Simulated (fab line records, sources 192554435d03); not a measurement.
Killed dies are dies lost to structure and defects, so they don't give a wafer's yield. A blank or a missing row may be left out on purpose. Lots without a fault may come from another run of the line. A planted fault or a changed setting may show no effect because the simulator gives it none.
Split-lot experiment | flow n5_finfet | 7 lots, 21 wafers read, on a route of 1938 steps

THE SPLIT
At N5_BEOL_M0_SAQP_EXPOSE_37 (exposes mask M0 CUT1, target cd 30 nm), the setting dose_mj was moved away from the recipe's 44.75 on 3 of the 21 wafers read, by +2.5% to +5.3%. The other wafers ran this setting at the recipe's value.

FROM THE SPLIT TO THE READING: what the file shows between them, 3 steps
- N5_BEOL_M0_SAQP_PEB_38: peb time 60 s
- N5_BEOL_M0_SAQP_DEVELOP_39: develop time 30 s
- N5_BEOL_M0_SAQP_DESCUM_45: chemistry O2, time 7 s

THE READING
BEOL_M0_SAQP.cd_nm (the simulator's own value, which no gauge read), in nm, at N5_BEOL_M0_SAQP_ETCH_88 (etches underlayer in N2/H2, target depth 6.5 nm, time 5.2 s). The file gives no usual value for it. The 18 wafers here that ran the recipe average 29.9 nm, standard deviation 0.25 nm.

wafer  | tool, chamber at the split | dose_mj as run | against the recipe | BEOL_M0_SAQP.cd_nm, nm | against lot-mates on the recipe
L077.1 | euv_scanner-02, 0          | 47.11          | +5.3%              | 31.2                   | +1.0
L077.2 | euv_scanner-02, 0          | 47.11          | +5.3%              | 31.4                   | +1.2
L077.6 | euv_scanner-02, 0          | 44.75          | recipe             | 30.2                   | -
L081.2 | euv_scanner-01, 0          | 44.75          | recipe             | 30                     | -
L081.4 | euv_scanner-01, 0          | 44.75          | recipe             | 29.6                   | -
L081.5 | euv_scanner-01, 0          | 44.75          | recipe             | 29.8                   | -
L083.4 | euv_scanner-02, 0          | 44.75          | recipe             | 29.6                   | -
L083.5 | euv_scanner-02, 0          | 44.75          | recipe             | 30                     | -
L083.6 | euv_scanner-02, 0          | 44.75          | recipe             | 29.8                   | -
L084.1 | euv_scanner-01, 0          | 44.75          | recipe             | 30.2                   | -
L084.6 | euv_scanner-01, 0          | 44.75          | recipe             | 30.2                   | -
L084.4 | euv_scanner-01, 0          | 44.75          | recipe             | 30                     | -
L088.1 | euv_scanner-02, 0          | 45.88          | +2.5%              | 30.2                   | +0.6
L088.2 | euv_scanner-02, 0          | 44.75          | recipe             | 29.6                   | -
L088.5 | euv_scanner-02, 0          | 44.75          | recipe             | 29.6                   | -
L090.2 | euv_scanner-01, 0          | 44.75          | recipe             | 30.2                   | -
L090.3 | euv_scanner-01, 0          | 44.75          | recipe             | 30.4                   | -
L090.6 | euv_scanner-01, 0          | 44.75          | recipe             | 30                     | -
L092.1 | euv_scanner-01, 0          | 44.75          | recipe             | 29.8                   | -
L092.4 | euv_scanner-01, 0          | 44.75          | recipe             | 29.8                   | -
L092.5 | euv_scanner-01, 0          | 44.75          | recipe             | 30.2                   | -

THE FIT
A straight line over all 21 wafers: BEOL_M0_SAQP.cd_nm changes by +0.243 nm for each +1% of dose_mj; r = +0.85; the points scatter about the line by 0.26 nm.
The same after taking each lot's own level away (the mean of its wafers on the recipe; 21 wafers): +0.211 nm for each +1%; r = +0.93; scatter 0.14 nm.
On that fit, the largest move of dose_mj shifts the reading by 1.1 nm.
The lots' own levels span 29.60 to 30.20 nm, that is 2.4 times the standard deviation above.
So the lot-to-lot level changes the slope: the two fits differ.
Check: with one of the wafers moved furthest among these (+5.3%) left out of the fit, the line predicts +1.21 nm for it against its lot-mates. It came out at +1 nm against them.

OTHER SPLITS ON THESE WAFERS
These wafers also went through other splits before the reading. Each is held against what the fit with the lots' levels taken away leaves over:
other split on the same wafers          | wafers away from the commonest value | r with BEOL_M0_SAQP.cd_nm (lot level and that fit taken away)
N5_HKMG_FIN_COAT_42 spin_rpm            | 10                                   | -0.35
N5_HKMG_FIN_ETCH_54 source_w            | 6                                    | -0.12
N5_MOL_CONTACT_COAG_ETCH_110 bias_w     | 6                                    | -0.07
N5_MOL_CONTACT_COAG_ETCHBACK_135 time_s | 6                                    | -0.13
N5_BEOL_M0_SAQP_ETCH_84 time_s          | 10                                   | +0.09

THE WHOLE CHAIN: every reading that the file lists as answering this split, in the file's order
step                      | what it does                                                | reading                                                             | change (the file's fit)               | r (the file's)
N5_BEOL_M0_SAQP_DESCUM_45 | chemistry O2, time 7 s                                      | BEOL_M0_SAQP.cd_nm (the simulator's own value, which no gauge read) | +0.199 nm for each +1% of the setting | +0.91
N5_BEOL_M0_SAQP_ETCH_88   | etches underlayer in N2/H2, target depth 6.5 nm, time 5.2 s | BEOL_M0_SAQP.cd_nm (the simulator's own value, which no gauge read) | +0.214 nm for each +1% of the setting | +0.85

THE FILE'S OWN FIT
BEOL_M0_SAQP.cd_nm changes by +0.214 nm for each +1% of dose_mj, r = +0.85.
